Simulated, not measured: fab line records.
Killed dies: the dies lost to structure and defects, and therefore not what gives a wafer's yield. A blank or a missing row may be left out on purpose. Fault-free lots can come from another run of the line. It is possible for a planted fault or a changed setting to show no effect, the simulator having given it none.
Matching of chambers / flow n5 finfet / N5_FIN_SAQP_STRIP_70 on rie diel-01 has 4 sister chambers
The step strips in N2/H2. 4 wafers are shown with their chamber, then 9 later ones without.

WAFERS PAIRED WITH THEIR CHAMBERS
wafer=L087.3; chamber=3; showerhead plenum p Torr (Torr)=3.26
wafer=L089.1; chamber=2; showerhead plenum p Torr (Torr)=3.34
wafer=L089.2; chamber=0; showerhead plenum p Torr (Torr)=3.26
wafer=L089.4; chamber=1; showerhead plenum p Torr (Torr)=3.34

WAFERS MISSING THEIR CHAMBER
wafer=L090.1; showerhead plenum p Torr (Torr)=3.33
wafer=L090.2; showerhead plenum p Torr (Torr)=3.25
wafer=L090.3; showerhead plenum p Torr (Torr)=3.26
wafer=L092.1; showerhead plenum p Torr (Torr)=3.25
wafer=L092.2; showerhead plenum p Torr (Torr)=3.26
wafer=L092.3; showerhead plenum p Torr (Torr)=3.34
wafer=L096.1; showerhead plenum p Torr (Torr)=3.33
wafer=L096.2; showerhead plenum p Torr (Torr)=3.33
wafer=L096.5; showerhead plenum p Torr (Torr)=3.25

EACH ONE'S CHAMBER
wafer=L090.1; from the rows above=can't be placed: 1 or 2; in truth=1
wafer=L090.2; from the rows above=can't be placed: 0 or 3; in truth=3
wafer=L090.3; from the rows above=can't be placed: 0 or 3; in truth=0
wafer=L092.1; from the rows above=can't be placed: 0 or 3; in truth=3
wafer=L092.2; from the rows above=can't be placed: 0 or 3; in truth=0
wafer=L092.3; from the rows above=can't be placed: 1 or 2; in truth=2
wafer=L096.1; from the rows above=can't be placed: 1 or 2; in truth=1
wafer=L096.2; from the rows above=can't be placed: 1 or 2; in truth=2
wafer=L096.5; from the rows above=can't be placed: 0 or 3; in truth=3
0 of 9 placed correctly. Can't be placed from these rows: 9 (the true chamber is among the candidates in 9). Number placed wrongly: 0.
How it was worked out, from the rows above alone: a wafer's distance from a chamber is the root of the sum, over the readings, of the square of ((its reading less the chamber's mean) divided by the reading's scatter). The wafer belongs to the nearest chamber; if the next one is less than 2 further off, it can't be placed. The mean given for a chamber averages the wafers shown for that chamber. The scatter: with one shown wafer a chamber, the root of the mean of the squares of how far each hidden wafer lies from its nearest shown one.
